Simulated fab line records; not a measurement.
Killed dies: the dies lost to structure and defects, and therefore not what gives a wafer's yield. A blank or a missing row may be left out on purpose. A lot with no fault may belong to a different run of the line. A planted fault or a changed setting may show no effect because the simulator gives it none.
fab line records	flow nandHarc
[record] lots = 6	wafers = 18	lastDay = 24
route steps=1159 shown A_CHANNEL_HOLE_D1@457 END@1159
lots untouched by any fault: they come from a run of this same line in which no faults occurred
startH: the number of hours between the record's first day and the start of the first shown wafer of the lot	waitH: hours from the lot's prior step to this one	" repeats the value in the row above	L1.1+2: a single row standing in for several wafers	- either no value or no given start	* or withheld: withheld	< > ~ a bound
route shown NAME@n: a module of which the file shows steps, and the number in the route of the first	usual: mean/standard deviation of fault-free wafers	same: alike in all rows	chamber/n: place in a boat	sites: each site's reading	_std_site: their standard deviation	_edge_site: mean of outer sites minus mean of inner sites	radiusMm: for every site, how far away it sits from the centre of the wafer	mask NAME#n: copy n	behind: the last tool/chamber to shape the wafer	hold: the reason the lot was held/the length of the hold in hours/how it ended	device: the n, p or np transistor that did not switch	end of line: at the end of the route, the tests of the same wafers	a step without rows: its recipe alone	killed: count of dies lost to structure and defects at first sort (not the wafer's yield)	map: per-die view of a wafer (x killed, . not killed, _ where there is no die)
set.NAME: setting as actually run; set.NAME@STEP: the setting as run at that earlier step	model.NAME: the simulator's own value behind a step, which no gauge read
certain route steps with their lots: each step a table, each wafer a row
services: when a tool's chamber went out of use (startH, in hours from the record's first day, below 0 if earlier), for how many hours, and the reason
[[steps]]
[step NHARC_A_CHANNEL_HOLE_D1_SOFTBAKE_05]
[recipe] tempC = 105	timeS = 55
[step NHARC_A_CHANNEL_HOLE_D1_EBR_06]
[step NHARC_A_CHANNEL_HOLE_D1_EXPOSE_07]
[recipe] na = 1.35	targetCdNm = 100	sigmaOuter = 0.3	doseMj = 59.65	maskId = HOLE_D1
[step NHARC_A_CHANNEL_HOLE_D1_PEB_08]
[recipe] pebTempC = 100	pebTimeS = 65
[step NHARC_A_CHANNEL_HOLE_D1_DEVELOP_09]
[recipe] developTimeS = 35	devTempC = 23
[step NHARC_A_CHANNEL_HOLE_D1_CD_MEAS_10]
[recipe] targetCdNm = 100	landingEnergyEv = 500
[usual] cdNm = 100.0/0.53
lot.wafer	tool	chamber	startH	waitH	cdNm
L591.2	cdSem-03	0	195.84	-	100.1
L591.3	"	0	"	"	99.9
L591.5	"	0	"	"	99.2
L594.1	cdSem-01	0	200.02	-	99.8
L594.2	"	0	"	"	99.7
L594.6	"	0	"	"	99.1
L596.2	cdSem-02	0	215.49	-	99.5
L596.3	"	0	"	"	100.8
L596.6	"	0	"	"	99.2
L608.1	cdSem-03	0	281.32	-	100.4
L608.2	"	0	"	"	100.0
L608.4	"	0	"	"	99.7
L610.1	cdSem-02	0	295.04	-	99.4
L610.2	"	0	"	"	99.6
L610.5	"	0	"	"	98.6
L611.1	cdSem-02	0	302.42	-	100.1
L611.2	"	0	"	"	100.4
L611.6	"	0	"	"	99.9
[step NHARC_A_CHANNEL_HOLE_D1_OVL_MEAS_11]
[usual] overlayXNm = 0.1/0.89	overlayYNm = 0.2/0.83
lot.wafer	tool	chamber	startH	waitH	overlayXNm	overlayYNm
L591.2	overlay-02	-	195.93	-	-0.3	-0.5
L591.3	"	-	"	"	-0.1	0.3
L591.5	"	-	"	"	-0.3	0.0
L594.1	overlay-02	-	200.11	-	-0.7	0.5
L594.2	"	-	"	"	-0.2	0.5
L594.6	"	-	"	"	-0.4	0.3
L596.2	overlay-01	-	215.58	-	-1.6	0.1
L596.3	"	-	"	"	-1.6	0.0
L596.6	"	-	"	"	-1.2	0.4
L608.1	overlay-02	-	281.41	-	-1.4	1.3
L608.2	"	-	"	"	-1.1	1.5
L608.4	"	-	"	"	-1.4	1.9
L610.1	overlay-01	-	295.13	-	-0.7	-0.1
L610.2	"	-	"	"	-0.9	0.1
L610.5	"	-	"	"	-1.2	-0.4
L611.1	overlay-02	-	302.51	-	1.2	-0.4
L611.2	"	-	"	"	1.5	-0.3
L611.6	"	-	"	"	0.9	-0.2
[step NHARC_A_CHANNEL_HOLE_D1_INSPECT_12]
[usual] rawDefectCount = 5.2/2.5
lot.wafer	tool	chamber	startH	waitH	rawDefectCount
L591.2	defectInspect-01	-	195.96	0.0	14
L591.3	"	-	"	"	8
L591.5	"	-	"	"	4
L594.1	defectInspect-02	-	200.15	0.0	9
L594.2	"	-	"	"	4
L594.6	"	-	"	"	5
L596.2	defectInspect-02	-	215.61	0.0	5
L596.3	"	-	"	"	3
L596.6	"	-	"	"	7
L608.1	defectInspect-02	-	281.44	0.0	9
L608.2	"	-	"	"	5
L608.4	"	-	"	"	10
L610.1	defectInspect-02	-	295.17	0.0	1
L610.2	"	-	"	"	2
L610.5	"	-	"	"	7
L611.1	defectInspect-01	-	302.54	0.0	6
L611.2	"	-	"	"	3
L611.6	"	-	"	"	3
[step NHARC_A_CHANNEL_HOLE_D1_DESCUM_15]
[recipe] timeS = 3	o2FlowSccm = 200	arFlowSccm = 0	biasPowerW = 0	chemistry = O2
[usual] drypumpMotorCurrentA = 5.8/0.47	oesProductAu = 1.002/0.013	rfVppV = 57.7/0.79	showerheadPlenumPTorr = 1.90/0.07	throttleValvePct = 11.312/0.0088
lot.wafer	tool	chamber	startH	waitH	drypumpMotorCurrentA	oesProductAu	rfHoursCounterH	rfVppV	showerheadPlenumPTorr	throttleValvePct
L591.2	rieDiel-10	2	196.03	0.1	5.9	0.996	2	57.8	1.93	11.311
L591.3	"	3	"	"	6.3	1.002	1	58.8	1.91	11.304
L591.5	"	2	"	"	5.9	1.004	-	58.8	1.93	11.313
L594.1	rieDiel-10	2	200.22	0.1	5.8	1.008	2	57.7	1.93	11.307
L594.2	"	3	"	"	6.3	1.003	2	57.8	1.91	11.326
L594.6	"	2	"	"	5.8	1.007	-	58.4	1.93	11.309
L596.3	rieDiel-08	2	215.68	0.1	6.2	1.006	6	57.8	1.79	11.307
L596.2	"	0	"	"	5.8	0.997	6	58.4	2.01	11.310
L596.6	"	0	"	"	5.8	1.009	-	59.7	2.01	11.330
L608.1	rieDiel-08	0	281.51	0.1	5.8	1.016	9	57.9	2.01	11.295
L608.2	"	1	"	"	5.4	1.018	9	58.3	1.83	11.325
L608.4	"	2	"	"	6.2	0.991	-	57.3	1.79	11.311
L610.1	rieDiel-01	0	295.23	0.1	5.2	1.029	11	58.4	1.95	11.319
L610.2	"	1	"	"	5.5	0.983	11	57.7	1.83	11.311
L610.5	"	0	"	"	5.2	1.029	-	57.9	1.95	11.305
L611.1	rieDiel-01	0	302.60	0.1	5.2	1.018	11	57.5	1.95	11.313
L611.2	"	2	"	"	6.6	0.992	11	57.3	1.91	11.294
L611.6	"	0	"	"	5.2	1.020	-	59.0	1.95	11.308
[step NHARC_A_CHANNEL_HOLE_D1_ETCH_38]
[recipe] targetDepthA = 390	overEtchFrac = 0.3	timeS = 65	ionEnergyEv = 80	cf4FlowSccm = 150	arFlowSccm = 0	rfW = 300	biasW = 100	chemistry = CF4
[usual] biasW = 99.98/0.28	cf4FlowSccm = 150.0/0.45	drypumpMotorCurrentA = 5.7/0.46	oesProductAu = 1.004/0.014	rfVppV = 151.2/1.2	showerheadPlenumPTorr = 1.76/0.06	throttleValvePct = 13.285/0.009
lot.wafer	tool	chamber	startH	waitH	biasW	cf4FlowSccm	drypumpMotorCurrentA	oesProductAu	rfHoursCounterH	rfVppV	showerheadPlenumPTorr	throttleValvePct
L591.2	rieDiel-10	0	196.12	0.1	99.51	150.8	5.4	0.996	2	149.7	1.75	13.281
L591.3	"	1	"	"	100.18	150.4	5.1	1.020	2	152.7	1.88	13.273
L591.5	"	2	"	"	99.96	149.5	5.8	1.000	-	150.4	1.79	13.287
L594.1	rieDiel-10	2	200.30	0.1	99.98	150.7	5.9	0.992	2	152.1	1.79	13.288
L594.2	"	3	"	"	99.50	149.6	6.3	1.000	2	150.1	1.77	13.304
L594.6	"	0	"	"	100.55	150.1	5.4	1.009	-	150.4	1.75	13.286
L596.2	rieDiel-08	1	215.78	0.1	100.05	150.1	5.3	1.006	6	149.1	1.70	13.279
L596.3	"	0	"	"	99.72	151.0	5.8	1.011	6	151.8	1.85	13.288
L596.6	"	0	"	"	99.81	150.4	5.8	1.015	-	152.4	1.85	13.293
L608.2	rieDiel-08	0	281.61	0.1	100.34	150.6	5.8	1.022	9	152.3	1.85	13.284
L608.1	"	1	"	"	100.09	150.8	5.3	1.025	9	150.9	1.70	13.277
L608.4	"	2	"	"	99.80	149.4	6.2	0.997	-	148.8	1.67	13.283
L610.2	rieDiel-01	1	295.33	0.1	100.20	150.1	5.5	0.988	11	151.1	1.70	13.272
L610.1	"	2	"	"	100.12	150.2	6.6	0.983	11	152.1	1.77	13.294
L610.5	"	0	"	"	99.69	149.5	5.1	1.024	-	151.7	1.80	13.283
L611.1	rieDiel-01	1	302.69	0.1	100.46	150.3	5.5	0.983	12	150.0	1.70	13.289
L611.2	"	3	"	"	99.95	149.8	5.5	1.001	11	149.8	1.72	13.279
L611.6	"	2	"	"	100.00	149.4	6.6	0.973	-	151.3	1.77	13.298
[step NHARC_A_CHANNEL_HOLE_D1_ETCH_39]
[recipe] targetDepthA = 2600	overEtchFrac = 0.3	timeS = 325	ionEnergyEv = 200	n2FlowSccm = 150	h2FlowSccm = 150	arFlowSccm = 0	rfW = 400	biasW = 150	chemistry = N2/H2
[usual] biasW = 150.0/0.43	chamberPressureMTorr = 29.999/0.028	drypumpMotorCurrentA = 5.8/0.48	oesProductAu = 1.003/0.013	rfVppV = 430.4/2.2	showerheadPlenumPTorr = 2.04/0.075	throttleValvePct = 14.172/0.0094
lot.wafer	tool	chamber	startH	waitH	biasW	chamberPressureMTorr	drypumpMotorCurrentA	oesProductAu	rfHoursCounterH	rfVppV	showerheadPlenumPTorr	throttleValvePct
L591.3	rieDiel-10	0	-	-	149.8	30.000	5.4	0.998	2	429.6	2.02	14.185
L591.2	"	1	"	"	149.9	30.043	5.1	1.024	2	433.2	2.18	14.162
L591.5	"	1	"	"	149.9	29.985	5.1	1.023	-	433.0	2.18	14.167
L594.2	rieDiel-10	3	-	-	150.4	29.992	6.3	0.994	2	428.9	2.04	14.170
L594.1	"	2	"	"	149.9	30.022	5.9	0.986	2	432.1	2.06	14.156
L594.6	"	0	"	"	149.7	29.958	5.4	0.988	-	430.7	2.02	14.178
L596.3	rieDiel-08	0	-	-	149.8	30.026	5.8	1.006	6	432.5	2.14	14.166
L596.2	"	1	"	"	150.2	29.980	5.3	1.015	6	428.3	1.95	14.187
L596.6	"	0	"	"	149.6	30.011	5.8	1.013	-	431.4	2.15	14.163
L608.2	rieDiel-08	1	-	-	149.5	29.972	5.3	1.022	9	428.0	1.95	14.173
L608.1	"	2	"	"	150.8	30.018	6.2	0.999	10	427.1	1.91	14.171
L608.4	"	1	"	"	150.1	30.005	5.4	1.027	-	428.0	1.95	14.152
L610.2	rieDiel-01	1	-	-	150.2	30.020	5.5	0.990	11	427.3	1.95	14.183
L610.1	"	3	"	"	150.3	30.021	5.6	1.007	11	429.9	1.98	14.170
L610.5	"	1	"	"	149.8	29.969	5.5	0.980	-	426.1	1.95	14.167
L611.2	rieDiel-01	3	-	-	151.0	30.029	5.6	1.008	11	429.8	1.98	14.158
L611.1	"	0	"	"	149.6	30.019	5.1	1.026	11	431.7	2.08	14.194
L611.6	"	3	"	"	150.5	29.985	5.5	1.014	-	428.9	1.98	14.167
[step NHARC_A_CHANNEL_HOLE_D1_ETCH_34]
[recipe] targetDepthA = 1540	timeS = 77	cf4FlowSccm = 100	chf3FlowSccm = 30	arFlowSccm = 0	rfW = 500	biasW = 200	chemistry = CF4/CHF3
[usual] biasW = 199.9/0.61	cf4FlowSccm = 100.00/0.3	drypumpMotorCurrentA = 5.7/0.46	oesProductAu = 0.951/0.024	rfVppV = 370.4/2	showerheadPlenumPTorr = 1.57/0.055	throttleValvePct = 16.802/0.0086
lot.wafer	tool	chamber	startH	waitH	biasW	cf4FlowSccm	drypumpMotorCurrentA	oesProductAu	rfHoursCounterH	rfVppV	showerheadPlenumPTorr	throttleValvePct
L591.3	rieDiel-10	2	-	-	200.0	100.53	5.9	0.946	2	371.0	1.59	16.820
L591.2	"	3	"	"	200.2	99.43	6.3	0.978	1	371.1	1.57	16.808
L591.5	"	0	"	"	200.2	99.79	5.4	0.972	-	370.1	1.56	16.814
L594.1	rieDiel-10	3	-	-	201.3	99.89	6.3	0.983	2	368.1	1.57	16.795
L594.2	"	0	"	"	199.6	100.21	5.4	0.977	3	370.4	1.56	16.801
L594.6	"	0	"	"	199.0	100.36	5.4	0.981	-	370.0	1.56	16.806
L596.3	rieDiel-08	2	-	-	200.5	99.94	6.2	0.932	6	367.1	1.48	16.804
L596.2	"	0	"	"	199.7	100.18	5.8	0.929	6	371.7	1.65	16.805
L596.6	"	1	"	"	198.7	100.37	5.4	0.937	-	366.9	1.51	16.802
L608.2	rieDiel-08	0	-	-	199.1	99.68	5.8	0.940	9	374.1	1.65	16.800
L608.1	"	1	"	"	199.8	100.10	5.4	0.951	10	367.4	1.51	16.792
L608.4	"	2	"	"	199.6	100.30	6.2	0.937	-	366.7	1.48	16.804
L610.1	rieDiel-01	1	-	-	200.0	99.85	5.5	0.910	11	369.1	1.51	16.799
L610.2	"	3	"	"	200.0	100.24	5.5	0.932	11	368.0	1.53	16.798
L610.5	"	1	"	"	200.3	100.36	5.5	0.909	-	368.5	1.51	16.802
L611.2	rieDiel-01	2	-	-	199.4	99.97	6.6	0.956	12	369.9	1.57	16.806
L611.1	"	0	"	"	200.1	99.96	5.2	0.986	11	372.6	1.60	16.810
L611.6	"	1	"	"	199.8	99.98	5.5	0.952	-	368.8	1.51	16.797
[step NHARC_A_CHANNEL_HOLE_D1_ETCH_16]
[recipe] targetDepthA = 31000	overEtchFrac = 0.3	timeS = 806	ionEnergyEv = 150	o2FlowSccm = 400	cosFlowSccm = 20	arFlowSccm = 0	rfW = 500	biasW = 300	chemistry = O2/COS
[usual] biasW = 299.9/0.93	chamberPressureMTorr = 19.999/0.018	drypumpMotorCurrentA = 5.8/0.48	oesProductAu = 1.002/0.013	rfVppV = 313.9/1.9	showerheadPlenumPTorr = 3.11/0.11	throttleValvePct = 28.331/0.0084
lot.wafer	tool	chamber	startH	waitH	biasW	chamberPressureMTorr	drypumpMotorCurrentA	oesProductAu	rfHoursCounterH	rfVppV	showerheadPlenumPTorr	throttleValvePct
L591.3	rieDiel-10	3	196.55	-	299.0	19.978	6.3	0.999	1	315.5	3.12	28.331
L591.2	"	0	"	"	299.5	19.992	5.4	0.996	2	313.5	3.10	28.330
L591.5	"	3	"	"	297.6	19.971	6.3	0.995	-	316.4	3.12	28.332
L594.2	rieDiel-10	1	200.73	-	-	-	-	-	-	-	-	-
L594.1	"	0	"	"	-	-	-	-	-	-	-	-
L594.6	"	1	"	"	-	-	-	-	-	-	-	-
L596.2	rieDiel-08	0	216.30	-	-	-	-	-	-	-	-	-
L596.3	"	2	"	"	-	-	-	-	-	-	-	-
L596.6	"	0	"	"	-	-	-	-	-	-	-	-
L608.1	rieDiel-08	0	282.20	-	301.6	20.013	5.8	1.002	10	316.5	3.27	28.339
L608.2	"	1	"	"	300.9	20.001	5.4	1.031	10	311.4	3.00	28.336
L608.4	"	0	"	"	301.7	20.004	5.8	1.017	-	316.3	3.27	28.334
L610.1	rieDiel-01	1	295.76	-	299.8	19.986	5.5	0.993	11	313.0	3.00	28.327
L610.2	"	3	"	"	298.4	20.013	5.5	1.011	11	312.1	3.04	28.339
L610.5	"	2	"	"	299.7	20.000	6.6	0.983	-	313.1	3.12	28.329
L611.1	rieDiel-01	2	303.25	-	299.3	20.001	6.6	0.982	12	315.1	3.12	28.340
L611.2	"	3	"	"	300.3	20.001	5.6	0.992	12	311.1	3.04	28.338
L611.6	"	0	"	"	299.9	19.996	5.1	1.021	-	315.1	3.18	28.335
[step NHARC_A_CHANNEL_HOLE_D1_CD_MEAS_18]
[usual] cdNm = 99.4/2.2
lot.wafer	tool	chamber	startH	waitH	cdNm
L591.2	cdSem-01	-	197.13	-	102.1
L591.3	"	-	"	"	103.9
L591.5	"	-	"	"	102.0
L594.1	cdSem-02	-	201.32	-	99.7
L594.2	"	-	"	"	99.5
L594.6	"	-	"	"	99.2
L596.2	cdSem-01	-	217.01	-	98.4
L596.3	"	-	"	"	99.5
L596.6	"	-	"	"	98.4
L608.1	cdSem-01	-	282.82	-	103.1
L608.2	"	-	"	"	96.7
L608.4	"	-	"	"	98.6
L610.1	cdSem-01	-	296.33	-	101.4
L610.2	"	-	"	"	96.3
L610.5	"	-	"	"	97.5
L611.1	cdSem-02	-	303.71	-	102.3
L611.2	"	-	"	"	100.5
L611.6	"	-	"	"	99.8
[step NHARC_END_SORT_01]
[recipe] tempC = 25
[usual] killedAtArray = 26/11	killedAtOther = 0.6/1	killedAtPeriphery = 3.1/2.1	killedDies = 30/11	killedOpen = 3.4/1.8	killedShort = 2.1/1.5
[same] grossDies = 677
lot.wafer	tool	chamber	startH	waitH	killedAtArray	killedAtOther	killedAtPeriphery	killedDies	killedOpen	killedShort
L594.1	prober-02	0	465.16	2.5	672	1	4	677	2	1
L594.2	prober-02	0	465.96	2.8	665	3	9	677	3	6
L594.6	prober-02	0	469.14	4.0	670	1	6	677	3	3
L596.2	prober-01	0	503.11	2.8	674	1	2	677	1	1
L596.3	prober-01	0	503.91	3.1	675	0	2	677	2	1
L596.6	prober-01	0	506.30	4.0	676	0	1	677	5	1
// killed by level:class
L594.1 A_CHANNEL_HOLE_D1:areaEtch=655 A_SLIT:chamberFilmFlake=13 P_M1:chamberFilmFlake=2 P_CONTACT:geometricParticle:open=1 A_CHANNEL_FILL_D1:geometricParticle:short=1 A_STAIRCASE:geometricParticle:open=1 P_ZERO_WELL:chamberFilmFlake=1 A_CHANNEL_HOLE_D1:chamberFilmFlake=1
L594.2 A_CHANNEL_HOLE_D1:areaEtch=641 A_SLIT:chamberFilmFlake=15 A_ONON_D1:geometricParticle:short=3 THIN_TSV:chamberFilmFlake=3 P_M0:geometricParticle:short=2 P_ZERO_WELL:chamberFilmFlake=2 P_M1:chamberFilmFlake=2 P_GATE:geometricParticle:open=1
L594.6 A_CHANNEL_HOLE_D1:areaEtch=643 A_SLIT:chamberFilmFlake=10 A_CHANNEL_HOLE_D1:chamberFilmFlake=7 A_STAIRCASE:chamberFilmFlake=3 A_ONON_D1:geometricParticle:open=2 P_ZERO_WELL:chamberFilmFlake=2 A_CONTACT:chamberFilmFlake=2 P_M0:geometricParticle:short=1
L596.2 A_CHANNEL_HOLE_D1:areaEtch=645 A_SLIT:chamberFilmFlake=9 A_CONTACT:chamberFilmFlake=7 A_CHANNEL_HOLE_D1:chamberFilmFlake=6 A_SGD_CUT:chamberFilmFlake=4 P_M0:geometricParticle:open=1 A_WL_FILL:geometricParticle:short=1 P_STI:chamberFilmFlake=1
L596.3 A_CHANNEL_HOLE_D1:areaEtch=639 A_CONTACT:chamberFilmFlake=10 A_SLIT:chamberFilmFlake=9 A_SGD_CUT:chamberFilmFlake=8 A_CHANNEL_HOLE_D1:chamberFilmFlake=3 A_CHANNEL_FILL_D1:chamberFilmFlake=2 A_CHANNEL_FILL_D1:geometricParticle:short=1 A_SGD_CUT:geometricParticle:open=1
L596.6 A_CHANNEL_HOLE_D1:areaEtch=645 A_SLIT:chamberFilmFlake=14 A_CHANNEL_HOLE_D1:chamberFilmFlake=4 A_CONTACT:chamberFilmFlake=4 A_ONON_D1:geometricParticle:open=2 A_CONTACT:geometricParticle:open=2 A_CHANNEL_FILL_D1:geometricParticle:short=1 A_SGD_CUT:geometricParticle:open=1
// map L594.1 (x killed, . not)
____________x____________
_________xxxxxxx_________
_______xxxxxxxxxxx_______
______xxxxxxxxxxxxx______
_____xxxxxxxxxxxxxxx_____
____xxxxxxxxxxxxxxxxx____
____xxxxxxxxxxxxxxxxx____
___xxxxxxxxxxxxxxxxxxx___
___xxxxxxxxxxxxxxxxxxx___
__xxxxxxxxxxxxxxxxxxxxx__
__xxxxxxxxxxxxxxxxxxxxx__
_xxxxxxxxxxxxxxxxxxxxxxx_
_xxxxxxxxxxxxxxxxxxxxxxx_
_xxxxxxxxxxxxxxxxxxxxxxx_
_xxxxxxxxxxxxxxxxxxxxxxx_
_xxxxxxxxxxxxxxxxxxxxxxx_
xxxxxxxxxxxxxxxxxxxxxxxxx
xxxxxxxxxxxxxxxxxxxxxxxxx
xxxxxxxxxxxxxxxxxxxxxxxxx
xxxxxxxxxxxxxxxxxxxxxxxxx
xxxxxxxxxxxxxxxxxxxxxxxxx
_xxxxxxxxxxxxxxxxxxxxxxx_
_xxxxxxxxxxxxxxxxxxxxxxx_
_xxxxxxxxxxxxxxxxxxxxxxx_
_xxxxxxxxxxxxxxxxxxxxxxx_
_xxxxxxxxxxxxxxxxxxxxxxx_
__xxxxxxxxxxxxxxxxxxxxx__
__xxxxxxxxxxxxxxxxxxxxx__
___xxxxxxxxxxxxxxxxxxx___
___xxxxxxxxxxxxxxxxxxx___
____xxxxxxxxxxxxxxxxx____
____xxxxxxxxxxxxxxxxx____
_____xxxxxxxxxxxxxxx_____
______xxxxxxxxxxxxx______
_______xxxxxxxxxxx_______
_________xxxxxxx_________
____________x____________
// map L596.2 (x killed, . not)
____________x____________
_________xxxxxxx_________
_______xxxxxxxxxxx_______
______xxxxxxxxxxxxx______
_____xxxxxxxxxxxxxxx_____
____xxxxxxxxxxxxxxxxx____
____xxxxxxxxxxxxxxxxx____
___xxxxxxxxxxxxxxxxxxx___
___xxxxxxxxxxxxxxxxxxx___
__xxxxxxxxxxxxxxxxxxxxx__
__xxxxxxxxxxxxxxxxxxxxx__
_xxxxxxxxxxxxxxxxxxxxxxx_
_xxxxxxxxxxxxxxxxxxxxxxx_
_xxxxxxxxxxxxxxxxxxxxxxx_
_xxxxxxxxxxxxxxxxxxxxxxx_
_xxxxxxxxxxxxxxxxxxxxxxx_
xxxxxxxxxxxxxxxxxxxxxxxxx
xxxxxxxxxxxxxxxxxxxxxxxxx
xxxxxxxxxxxxxxxxxxxxxxxxx
xxxxxxxxxxxxxxxxxxxxxxxxx
xxxxxxxxxxxxxxxxxxxxxxxxx
_xxxxxxxxxxxxxxxxxxxxxxx_
_xxxxxxxxxxxxxxxxxxxxxxx_
_xxxxxxxxxxxxxxxxxxxxxxx_
_xxxxxxxxxxxxxxxxxxxxxxx_
_xxxxxxxxxxxxxxxxxxxxxxx_
__xxxxxxxxxxxxxxxxxxxxx__
__xxxxxxxxxxxxxxxxxxxxx__
___xxxxxxxxxxxxxxxxxxx___
___xxxxxxxxxxxxxxxxxxx___
____xxxxxxxxxxxxxxxxx____
____xxxxxxxxxxxxxxxxx____
_____xxxxxxxxxxxxxxx_____
______xxxxxxxxxxxxx______
_______xxxxxxxxxxx_______
_________xxxxxxx_________
____________x____________
[[services]]
tool	chamber	startH	hours	kind
rieDiel-10	-	176.50	9.0	pm
rieDiel-10	0	176.50	9.0	ventCycle
rieDiel-10	1	176.50	9.0	ventCycle
rieDiel-10	2	176.50	9.0	ventCycle
rieDiel-10	3	176.50	9.0	ventCycle
rieDiel-08	0	182.83	-	clean
rieDiel-08	1	182.83	-	clean
rieDiel-08	2	182.83	-	clean
rieDiel-08	3	182.83	-	clean
rieDiel-10	0	185.50	-	clean
rieDiel-10	1	185.50	-	clean
rieDiel-10	2	185.50	-	clean
rieDiel-10	3	185.50	-	clean
rieDiel-01	0	196.01	-	clean
rieDiel-01	1	196.01	-	clean
rieDiel-01	2	196.01	-	clean
rieDiel-01	3	196.01	-	clean
rieDiel-08	1	205.09	8.1	repair
rieDiel-08	3	208.89	9.3	repair
rieDiel-08	3	229.92	1.3	repair
rieDiel-08	0	240.69	1.9	repair
rieDiel-10	3	274.73	2.4	repair
rieDiel-08	3	280.44	3.5	repair
rieDiel-08	-	301.81	9.0	pm
[[key]]
[firstSign] step = NHARC_A_CHANNEL_HOLE_D1_ETCH_16	reading = toolRecord	direction = missing
[effect] step = NHARC_END_SORT_01	reading = killedDies	direction = up	sigmas = 59	usual = 30	struck = 677
[moreKillsBornAt] NHARC_A_CHANNEL_HOLE_D1_ETCH_16@rieDiel-10 = 1939	NHARC_A_CHANNEL_HOLE_D1_ETCH_16@rieDiel-08 = 1929
metAt NHARC_A_CHANNEL_HOLE_D1_ETCH_16
struckWafers L594.1,L594.2,L594.6,L596.2,L596.3,L596.6
laterRowsLeftOut L594.1,L594.2,L594.6,L596.2,L596.3,L596.6
testerLeftOut L594,L596
onsetBetween 196.55 200.73
[fault] kind = skippedStepWhole	tool = rieDiel-08,rieDiel-10	chamber = -	onsetH = 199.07	steps = NHARC_A_CHANNEL_HOLE_D1_ETCH_16	scope = struckLotsOnly
// testerLeftOut: of these lots the tester's yield and bins aren't shown, on N5 and GAA mostly nor the transistor test; their killed dies are dies lost to structure and defects alone, not to doping, threshold or leakage, so they don't give the yield
// laterRowsLeftOut: the simulator's readings of these wafers behind a module that went badly wrong aren't trusted and aren't shown, but for the sort
